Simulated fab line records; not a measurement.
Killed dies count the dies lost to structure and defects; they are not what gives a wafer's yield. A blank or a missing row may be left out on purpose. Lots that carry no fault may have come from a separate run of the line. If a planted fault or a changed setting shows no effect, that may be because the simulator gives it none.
Comparing a struck lot with a sound one | flow n5_finfet | 15 steps out of a route of 1938
Sound: these wafers, L218.1, L218.2, L218.3. Struck: wafer L229.5. (L229.1, L229.3 of the same lot were not struck and are left out.) The cause comes at the end.
For every step that has rows: the tool of each side, followed by ch and its chambers, followed by its first start. Under that, the readings that differ: sound wafers | struck wafers | difference of the means | sigmas: that difference in standard deviations of wafers without a fault.
alike: a reading whose means differ by less than 2 such deviations, as well as words and numbers matching on both sides. not compared: withheld readings; readings where some wafer has no value; bounds like >300 that might hide an equal value; numbers whose values overlap and for which the record gives no deviation.
The two part at a step that has a row with sigmas, a row that says differs or no value, or rows on one side only. Numbers that have no deviation but don't overlap get no sigmas and don't part them. Lack of a reading on every wafer of one side parts them only where that side has two or more wafers.

first, 5 steps without rows for these wafers: N5_BEOL_M10_EBR_24; N5_BEOL_M10_SOFTBAKE_23 (time 60 s); N5_BEOL_M10_EXPOSE_25 (exposes mask V9); N5_BEOL_M10_PEB_26 (peb time 60 s); N5_BEOL_M10_DEVELOP_27 (develop time 30 s).
N5_BEOL_M10_CD_MEAS_28 targets a cd of 70 nm.
  sound on cd_sem-01 ch 0, day 11 12:01; struck on cd_sem-02 ch 0, day 13 23:17
  alike: cd_nm
N5_BEOL_M10_OVL_MEAS_29:
  sound on overlay-01 ch 0, day 11 12:03; struck on overlay-02 ch 0, day 13 23:19
  alike: V9_OVL
N5_BEOL_M10_INSPECT_30: inspects for defects (brightfield).
  sound: defect_inspect-02 at day 11 12:04; struck: defect_inspect-02 at day 13 23:21
  alike: raw_defect_count
N5_BEOL_M10_DESCUM_33: chemistry O2, time 7.9 s.
  sound on rie_diel-04 ch 0,1,2, day 11 12:06; struck on rie_diel-01 ch 3, day 13 23:23
  alike: drypump_motor_current_A, oes_product_au, rf_vpp_V, showerhead_plenum_p_Torr, throttle_valve_pct
  not compared: rf_hours_counter_h
N5_BEOL_M10_ETCH_65: etches SiARC in CF4, target depth 39 nm, time 65 s.
  sound on rie_diel-04 ch 0,1,2, day 11 12:08; struck on rie_diel-01 ch 3, day 13 23:25
  alike: bias_w, drypump_motor_current_A, etch_rf_on_time_s, oes_product_au, rf_vpp_V, showerhead_plenum_p_Torr, throttle_valve_pct
  not compared: rf_hours_counter_h
N5_BEOL_M10_ETCH_66: etches SOC in N2/H2, target depth 120 nm, overetch 24 nm, time 180 s.
  sound on rie_diel-04 ch 0,1,2, day 11 12:11; struck on rie_diel-01 ch 3, day 13 23:28
  alike: bias_w, drypump_motor_current_A, oes_product_au, rf_vpp_V, showerhead_plenum_p_Torr, throttle_valve_pct
  not compared: rf_hours_counter_h
then, 1 step without rows for these wafers: N5_BEOL_M10_STRIP_69 (strips in N2/H2).
N5_BEOL_M10_VIA_ETCH_34: etches SiCOH lowk in C4F6/O2, target depth 184.5 nm, time 69.2 s.
  sound on rie_diel-04 ch 0,1,2, day 11 12:19; struck on rie_diel-01 ch 3, day 13 23:35
  reading                | sound             | struck | difference | sigmas
  bias_w (W)             | 185.5 185.0 184.1 | 197.0  | +12.1      | +21
  rf_vpp_V (V)           | 646 696 655       | 705    | +39        | +2
  throttle_valve_pct (%) | 20.79 20.95 20.58 | 20.31  | -0.46      | -2
  alike: drypump_motor_current_A, oes_o_777_au, oes_product_au, showerhead_plenum_p_Torr
  not compared: rf_hours_counter_h
then, 1 step without rows for these wafers: N5_BEOL_M10_STRIP_73 (strips in C4F6/O2).
-- a jump in the record: the struck wafers' starts before and after are 2 days apart (it breaks off in module BEOL_M10 and resumes in module PASSIVATION, where the first step shown is number 1936 of the route) --
N5_PASSIVATION_PROBE_49:
  sound: prober-02 at day 13 10:04; struck: prober-01 at day 16 09:20
  reading                  | sound          | struck | difference | sigmas
  defect_limited_yield (%) | 90.3 91.5 93.2 | 88.5   | -3.2       | -2
  killed_at_M4_up          | 11 6 11        | 22     | +13        | +2
  killed_at_contacts       | 13 17 11       | 28     | +14        | +2
  killed_dies              | 114 100 80     | 136    | +38        | +2
  killed_short             | 40 38 24       | 51     | +17        | +2
  sort_bin_5_function (%)  | 5.0 5.0 4.2    | 7.1    | +2.4       | +3
  sort_n_pass              | 1066 1080 1098 | 1044   | -37        | -2
  sort_yield_pct (%)       | 90.3 91.5 93.1 | 88.5   | -3.1       | -2
  alike: killed_at_M0_to_M3, killed_at_front_end, killed_at_other, killed_open, sort_bin_4_leakage, sort_bin_6_memory, sort_bin_8_speed

## WHERE THEY PART
First at N5_BEOL_M10_VIA_ETCH_34; last, within this record, at N5_PASSIVATION_PROBE_49.

WHY: the cause the simulator had injected
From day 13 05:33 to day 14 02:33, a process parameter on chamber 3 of rie_diel-01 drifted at N5_BEOL_M10_VIA_ETCH_34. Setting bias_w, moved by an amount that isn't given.
